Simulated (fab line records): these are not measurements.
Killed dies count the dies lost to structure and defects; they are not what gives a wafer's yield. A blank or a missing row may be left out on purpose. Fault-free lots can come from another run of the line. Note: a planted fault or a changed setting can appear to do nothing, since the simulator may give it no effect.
Matching of chambers    flow nand-harc    NHARC_A_STAIRCASE_CMP_152 on cmp-04: 4 sister chambers
The step polishes. 4 wafers are shown with their chamber, then 7 later ones without.

== EACH WAFER AND ITS CHAMBER ==
wafer   chamber  motor-current-A (A)
L959.6  0        11.3
L966.4  3        10.4
L968.2  1        11.5
L968.3  2        14.3

== WAFERS WHOSE CHAMBER IS MISSING ==
wafer   motor-current-A (A)
L968.6  14.2
L972.1  10.6
L972.2  10.7
L972.3  13.6
L973.1  11.3
L973.2  10.3
L973.6  14.8

== WHICH CHAMBER EACH ONE RAN IN ==
wafer   from the rows above           in truth
L968.6  2                             2
L972.1  can't be placed: 3 or 0 or 1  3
L972.2  can't be placed: 3 or 0 or 1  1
L972.3  2                             2
L973.1  can't be placed: 0 or 1       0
L973.2  3                             3
L973.6  2                             2
Correct placement for 4 of the 7. Cannot be placed on the basis of these rows: 3; the candidates contain the true chamber in 3. Wrongly placed: 0.
How it was worked out, from the rows above alone: a wafer's distance from a chamber is the root of the sum, over the readings, of the square of ((its reading less the chamber's mean) divided by the reading's scatter). If the next closest chamber is less than 2 further off than the closest, the wafer can't be placed; otherwise it belongs to the closest. Each chamber's mean is taken over the wafers shown for it. The scatter: root of mean squared gap, hidden wafer to nearest shown wafer, with one shown wafer a chamber.
